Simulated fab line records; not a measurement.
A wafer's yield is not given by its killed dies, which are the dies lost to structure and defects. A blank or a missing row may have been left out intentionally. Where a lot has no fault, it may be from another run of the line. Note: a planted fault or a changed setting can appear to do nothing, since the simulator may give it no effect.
Comparing a struck lot with a sound one / flow n5 finfet / 15 steps out of a route of 1938
Sound: the wafers L163.2, L163.5, L163.6. Struck: wafer L175.4 (left out: L175.1, a lot-mate that was not struck); the cause follows at the end.
Per side, at each step with rows, come the tool, then ch with its chambers, and then its first start. Under that, the readings that differ: sound wafers / struck wafers / difference of the means / sigmas: that difference in standard deviations of wafers without a fault.
alike: same words and numbers on both sides, and readings whose means sit less than 2 such deviations apart. not compared: any withheld reading, any reading some wafer has no value for, any bound like >300 that may hide the same value, and any number with overlapping values for which the record gives no deviation.
A row with sigmas, a row that says differs or no value, or rows on one side alone: a step with any of these is where the two part. When numbers do not overlap yet have no deviation, they are printed without sigmas and do not part them. Lack of a reading on every wafer of one side parts them only where that side has two or more wafers.

N5_HKMG_FIN_ETCH_86: etches SOC in N2/H2, stops on TiN, target depth 393.2 nm.
  sound on rie diel-02 ch 1,2,3, day 4 19:34; struck on rie diel-01 ch 0, day 7 20:10
reading=oes product au (a.u.); sound=0.86 0.85 0.88; struck=0.71; difference=-0.15; sigmas=-2
reading=throttle valve pct (%); sound=17.71 17.65 17.42; struck=18.03; difference=+0.44; sigmas=+2
  alike: chamber pressure mTorr, drypump motor current A, rf vpp V, showerhead plenum p Torr
  not compared: rf hours counter h
N5_HKMG_FIN_STRIP_89: strips SOC in N2/H2, time 20 s.
  sound on rie diel-02 ch 1,2,3, day 4 19:37; struck on rie diel-01 ch 0, day 7 20:14
reading=oes product au (a.u.); sound=0.88 0.86 0.91; struck=0.73; difference=-0.15; sigmas=-2
  alike: chamber pressure mTorr, drypump motor current A, rf vpp V, showerhead plenum p Torr, temp c, throttle valve pct
  not compared: rf hours counter h
then, 1 step without rows for these wafers: N5_HKMG_FIN_WET_ETCH_87 (etches TiN in SC1, time 154.2 s, target depth 4.7 nm, rinse time 30 s).
N5_HKMG_FIN_STRIP_88: strips in N2/H2, time 360 s.
  sound on plasma asher-02 ch 0,1, day 4 19:49; struck on plasma asher-01 ch 1, day 7 20:29
  alike: drypump motor current A, heater power w, temp c
  not compared: rf hours counter h
then, 3 steps without rows for these wafers: N5_HKMG_FIN_NWFM_ALD_20 (deposits TiAlC, target thk 2 nm, pulse time 3 s, purge time 2 s); N5_HKMG_FIN_ALD_71 (deposits TiN, target thk 1 nm, pulse time 1 s, purge time 3 s); N5_HKMG_FIN_COAT_66 (time 60 s, resist thk 300 nm).
N5_HKMG_FIN_ETCH_67: etches SOC in N2/H2, stops on TiN, target depth 388.9 nm.
  sound on rie diel-02 ch 0,3, day 4 20:38; struck on rie diel-01 ch 0, day 7 21:19
reading=drypump motor current A (A); sound=4.7 4.8 5.8; struck=6.1; difference=+1.0; sigmas=+2
reading=oes product au (a.u.); sound=0.87 0.87 0.91; struck=0.72; difference=-0.16; sigmas=-2
  alike: chamber pressure mTorr, rf vpp V, showerhead plenum p Torr, throttle valve pct
  not compared: rf hours counter h
then, 3 steps without rows for these wafers: N5_HKMG_FIN_STRIP_90 (strips SOC in N2/H2, time 20 s); N5_HKMG_FIN_WET_ETCH_73 (etches the open film in SC1, time 42.3 s, target depth 1.3 nm, rinse time 30 s); N5_HKMG_FIN_ETCHBACK_68 (etches the open film in Cl2/Ar, stops on HfO2, target depth 0.5 nm).
N5_HKMG_FIN_STRIP_69: strips in N2/H2, time 360 s.
  sound on plasma asher-01 ch 0,1, day 4 20:59; struck on plasma asher-02 ch 1, day 7 21:47
reading=heater power w (W); sound=445 441 431; struck=415; difference=-24; sigmas=-2
  alike: drypump motor current A, temp c
  not compared: rf hours counter h
N5_HKMG_FIN_ALD_21: deposits TiN, target thk 1.5 nm, pulse time 1 s, purge time 3 s.
  sound on ald metal-04 ch 0,2,3, day 4 21:23; struck on ald metal-01 ch 0, day 7 22:10
reading=ald cycles; sound=68 68 68; struck=123; difference=+55; sigmas=
reading=model.TiN_of_HKMG_FIN_ALD_21.thk nm (nm); sound=1.4 1.6 1.6; struck=2.6; difference=+1.1; sigmas=
  alike: heater power w, precursor pulse height rel
then, 1 step without rows for these wafers: N5_HKMG_FIN_ALD_72 (deposits W, target thk 2 nm, pulse time 1 s, purge time 2 s).
-- a jump in the record: the struck wafers' starts before and after are 3 days apart (it breaks off in module HKMG_FIN and resumes in module BEOL_M4, where the first step shown is number 1111 of the route) --
N5_BEOL_M4_RC_MEAS_101:
  sound on prober-02 ch 0, day 8 08:52; struck on prober-02 ch 0, day 11 09:07
reading=IOFF_P (nA/um); sound=0.27 0.27 0.21; struck=0.17; difference=-0.08; sigmas=-2
reading=ION_P (uA/um); sound=478 479 465; struck=456; difference=-18; sigmas=-2
reading=SS_N (mV/dec); sound=71.6 72.5 72.1; struck=70.5; difference=-1.6; sigmas=-3
reading=VT_P (mV); sound=-242 -245 -249; struck=-256; difference=-11; sigmas=-3
  alike: DIBL_N, DIBL_P, IOFF_N, ION_N, SS_P, VT_N

== WHERE THEY PART ==
At N5_HKMG_FIN_ETCH_86 first; at N5_BEOL_M4_RC_MEAS_101 last (within this record only).

WHY: what had been put in by the simulator
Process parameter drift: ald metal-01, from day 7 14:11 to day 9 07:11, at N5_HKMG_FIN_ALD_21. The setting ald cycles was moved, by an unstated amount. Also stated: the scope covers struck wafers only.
